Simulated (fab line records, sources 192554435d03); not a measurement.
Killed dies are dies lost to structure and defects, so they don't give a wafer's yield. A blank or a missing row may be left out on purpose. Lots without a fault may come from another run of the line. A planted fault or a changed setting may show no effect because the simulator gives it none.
Which tool did it? | flow n5_finfet | 8 lots, 24 wafers sampled, at 4 steps of a route of 1938

WHAT THE GAUGES READ, wafer by wafer
N5_SPACER0_INSPECT_04: inspects for defects (darkfield).
lot  | measured    | on                | raw_defect_count
L979 | day 5 00:49 | defect_inspect-01 | 154 129 179
L980 | day 5 05:12 | defect_inspect-02 | 127 143 138
L981 | day 5 12:58 | defect_inspect-01 | 168 117 156
L986 | day 6 17:40 | defect_inspect-02 | 1279 1188 1270
L987 | day 7 00:43 | defect_inspect-02 | 1243 1246 1213
L990 | day 7 18:24 | defect_inspect-02 | 99 121 85
L991 | day 8 02:14 | defect_inspect-01 | 153 172 149
L993 | day 8 14:44 | defect_inspect-02 | 150 91 127

WHICH TOOL RAN EACH LOT (tool, then ch and the chambers of the sampled wafers, then the start)
lot  | N5_DUMMY_GATE_ETCH_31             | N5_DUMMY_GATE_ETCH_44           | N5_SPACER0_ALD_08
L979 | rie_diel-01 ch 0,3, day 4 22:59   | rie_si-05 ch 0,1,3, day 4 23:19 | ald_sin-04 ch 0,2,3, day 5 00:40
L980 | rie_diel-05 ch 1,2,3, day 5 03:52 | rie_si-01 ch 0,1,3, day 5 04:12 | ald_sin-02 ch 0,2,3, day 5 05:02
L981 | rie_diel-01 ch 0,2,3, day 5 11:38 | rie_si-01 ch 1,2, day 5 11:58   | ald_sin-02 ch 1,2,3, day 5 12:49
L986 | rie_diel-05 ch 0,1, day 6 15:45   | rie_si-05 ch 0,1,3, day 6 16:05 | ald_sin-02 ch 1,2,3, day 6 17:30
L987 | rie_diel-03 ch 1,2,3, day 6 23:14 | rie_si-06 ch 1,2,3, day 6 23:35 | ald_sin-02 ch 0,1,3, day 7 00:34
L990 | rie_diel-03 ch 0,1,2, day 7 17:04 | rie_si-05 ch 0,1,2, day 7 17:25 | ald_sin-01 ch 0,2, day 7 18:15
L991 | rie_diel-03 ch 0,2,3, day 8 00:37 | rie_si-05 ch 0,1,3, day 8 00:57 | ald_sin-01 ch 1,2,3, day 8 02:04
L993 | rie_diel-05 ch 0,1,3, day 8 12:10 | rie_si-05 ch 0,1, day 8 12:31   | ald_sin-04 ch 0,1,3, day 8 14:34
- N5_DUMMY_GATE_ETCH_31: etches SiO2 in C4F6/O2, target depth 82.5 nm, time 27.5 s.
- N5_DUMMY_GATE_ETCH_44: etches poly-Si in HBr/O2, stops on SiO2, target depth 127.5 nm.
- N5_SPACER0_ALD_08: deposits SiNx, target thk 2 nm.

THE ANSWER, worked out from the rows above alone
Rule: what is usual is taken from the lots themselves. Put in order of their means at a reading, lots are off if they are a third of the lots or fewer, leave a main group of 4 or more, and stand apart from it by a gap of 3 or more times the standard deviation of the main group's means; of several such gaps the widest counts. A main group whose means are all the same, to the digits that the tables above print for the reading, isn't used. A lot without any number at a reading at which 4 lots or more have one is off too. The other lots that the step has rows for count as sound.
Off: L986, L987, at N5_SPACER0_INSPECT_04 (raw_defect_count). The main group: mean 137, standard deviation 20.
A tool fits if, at a process step before that reading, it ran every lot that is off, and no sound lot after the first of them. The gauges at N5_SPACER0_INSPECT_04 are tried like those tools. One fits: ald_sin-02 at N5_SPACER0_ALD_08. Its last sound lot is L981 (day 5 12:49), its first lot that is off L986 (day 6 17:30): a fault that began between those two fits.

WHAT THE SIMULATOR HAD PUT IN
Chamber particle source: ald_sin-02, from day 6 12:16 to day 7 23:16, at N5_SPACER0_ALD_08. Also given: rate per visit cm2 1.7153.
Lots struck among those shown: L986, L987. The rule above found the same.
